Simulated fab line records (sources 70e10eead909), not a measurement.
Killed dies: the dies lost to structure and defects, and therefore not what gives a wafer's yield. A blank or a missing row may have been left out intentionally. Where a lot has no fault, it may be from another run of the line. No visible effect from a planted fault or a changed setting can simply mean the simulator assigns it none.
A lot that was struck, set against a sound lot | flow nandHarc | 39 steps out of a route of 1302
Sound: the wafers L850.4, L850.5, L850.6. Wafers L844.1, L844.3, L844.5 were the ones struck. The cause comes at the end.
For every step that has rows: the tool of each side, followed by ch and its chambers, followed by its first start. Under that, the readings that differ: sound wafers | struck wafers | difference of the means | sigmas: that difference in standard deviations of wafers without a fault.
alike: a reading whose means differ by less than 2 such deviations, as well as words and numbers matching on both sides. not compared: withheld readings; readings where some wafer has no value; bounds like >300 that might hide an equal value; numbers whose values overlap and for which the record gives no deviation.
A row with sigmas, a row that says differs or no value, or rows on one side alone: a step with any of these is where the two part. Non-overlapping numbers with no deviation appear without sigmas and do not part them. A reading that every wafer of one side lacks parts them only if that side has two wafers or more.

first, 4 steps without rows for these wafers: NHARC_A_BONDPAD_EBR_05; NHARC_A_BONDPAD_EXPOSE_06 (exposes mask A BPAD); NHARC_A_BONDPAD_PEB_07 (peb time 80 s); NHARC_A_BONDPAD_DEVELOP_08 (time 50 s).
NHARC_A_BONDPAD_CD_MEAS_09: the cd target is 500 nm.
  sound on cdSem-02 ch 0, day 29 17:55; struck on cdSem-01 ch 0, day 26 20:04
  alike: cdNm
NHARC_A_BONDPAD_OVL_MEAS_35:
  sound on overlay-01, day 29 18:00; struck on overlay-02, day 26 20:10
reading         | sound    | struck   | difference | sigmas
overlayXNm (nm) | -4 -4 -5 | 12 13 12 | +17        | +3
  alike: overlayYNm
then, 1 step without rows for these wafers: NHARC_A_BONDPAD_HARDBAKE_10 (time 65 s).
NHARC_A_BONDPAD_DESCUM_11: chemistry O2, time 3 s.
  sound on rieDiel-09 ch 1,2, day 29 18:07; struck on rieDiel-11 ch 1,2, day 26 20:17
  alike: drypumpMotorCurrentA, oesProductAu, rfVppV, showerheadPlenumPTorr, throttleValvePct
  not compared: rfHoursCounterH
then, 1 step without rows for these wafers: NHARC_A_BONDPAD_ETCH_34 (etches the open film in N2/H2, target depth 60 nm, overetch 18 nm, time 65.91 s).
NHARC_A_BONDPAD_ETCH_12: etches the open film in CHF3/O2, target depth 220 nm, time 110 s.
  sound on rieDiel-09 ch 2,3; struck on rieDiel-11 ch 0,1,3
  alike: drypumpMotorCurrentA, oesProductAu, rfVppV, showerheadPlenumPTorr, throttleValvePct
  not compared: rfHoursCounterH
NHARC_A_BONDPAD_CD_MEAS_13:
  sound on cdSem-02, day 29 18:27; struck on cdSem-01, day 26 20:36
  alike: cdNm
NHARC_A_BONDPAD_STRIP_15: strips in O2.
  sound on rieDiel-09 ch 0,1, day 29 18:32; struck on rieDiel-07 ch 2,3, day 26 20:41
  alike: drypumpMotorCurrentA, oesProductAu, rfVppV, showerheadPlenumPTorr, throttleValvePct
  not compared: rfHoursCounterH
NHARC_A_BONDPAD_ETCH_24: etches the open film in CF4/N2, target depth 30 nm, time 72.99 s.
  sound on rieDiel-09 ch 0,1,2, day 29 18:41; struck on rieDiel-07 ch 0,2,3, day 26 20:51
reading              | sound                | struck               | difference | sigmas
throttleValvePct (%) | 19.818 19.807 19.807 | 19.784 19.792 19.795 | -0.020     | -2
  alike: drypumpMotorCurrentA, oesProductAu, rfVppV, showerheadPlenumPTorr
  not compared: rfHoursCounterH
then, 1 step without rows for these wafers: NHARC_A_BONDPAD_STRIP_16 (strips in post etch residue remover, time 600 s).
NHARC_A_BONDPAD_DEGAS_25: time 60 s.
  sound on pvdSputter-03, day 29 19:05; struck on pvdSputter-01, day 26 21:14
  alike: heaterPowerW
then, 6 steps without rows for these wafers: NHARC_A_BONDPAD_PRE_CLEAN_26 (time 30 s); NHARC_A_BONDPAD_PVD_17 (deposits TaN, target thk 5 nm, time 8.06 s); NHARC_A_BONDPAD_PVD_27 (deposits Cu, target thk 30 nm, time 20.49 s); NHARC_A_BONDPAD_ECD_18 (material Cu, target thk 400 nm); NHARC_A_BONDPAD_ANNEAL_28 (time 90 s); NHARC_A_BONDPAD_CMP_19 (polishes, t overpolish 30 s, cu recess touch 16 s, target thk 169.82 nm).
NHARC_A_BONDPAD_THK_MEAS_20: measures by xrf.
  sound on filmMetro-02, day 29 20:28; struck on filmMetro-01, day 26 22:38
  alike: thkNm
then, 6 steps without rows for these wafers: NHARC_A_BONDPAD_SRD_21 (time 30 s, dry time 20 s); NHARC_HYBRID_BOND_ACTIVATE_00 (chemistry N2, time 60 s); NHARC_HYBRID_BOND_PRECLEAN_01 (cleans in DIW, time 300 s); NHARC_HYBRID_BOND_SRD_02 (time 30 s, dry time 20 s); NHARC_HYBRID_BOND_BOND_03; NHARC_HYBRID_BOND_ANNEAL_04 (time 7200 s).
NHARC_HYBRID_BOND_OVL_MEAS_05:
  sound on overlay-02, day 30 09:48; struck on overlay-02, day 27 09:58
  alike: overlayXNm, overlayYNm
after that, 1 step had no rows for these wafers: NHARC_THIN_TSV_GRIND_00.
NHARC_THIN_TSV_CMP_01: polishes.
  sound on cmp-03 ch 0,1,3, day 30 11:17; struck on cmp-02 ch 0,1,2, day 27 11:23
  alike: motorCurrentA
NHARC_THIN_TSV_THK_MEAS_02: measures by ir.
  sound on filmMetro-01, day 30 11:30; struck on filmMetro-02, day 27 11:39
  alike: thkNm
then, 6 steps without rows for these wafers: NHARC_THIN_TSV_SRD_03; NHARC_THIN_TSV_PRECLEAN_41 (cleans in SC1); NHARC_THIN_TSV_SRD_42; NHARC_THIN_TSV_DEP_43 (deposits SiO2, target thk 1328.5 nm); NHARC_THIN_TSV_DEHYDRATE_04 (time 120 s); NHARC_THIN_TSV_HMDS_05 (time 30 s).
NHARC_END_SORT_01:
  only the struck wafers appear in the record here, on prober-02 ch 0 at day 28 03:57; the sound ones have no rows

== WHERE THEY PART ==
First at NHARC_A_BONDPAD_OVL_MEAS_35; last, within this record, at NHARC_END_SORT_01.

WHY: what the simulator had put in
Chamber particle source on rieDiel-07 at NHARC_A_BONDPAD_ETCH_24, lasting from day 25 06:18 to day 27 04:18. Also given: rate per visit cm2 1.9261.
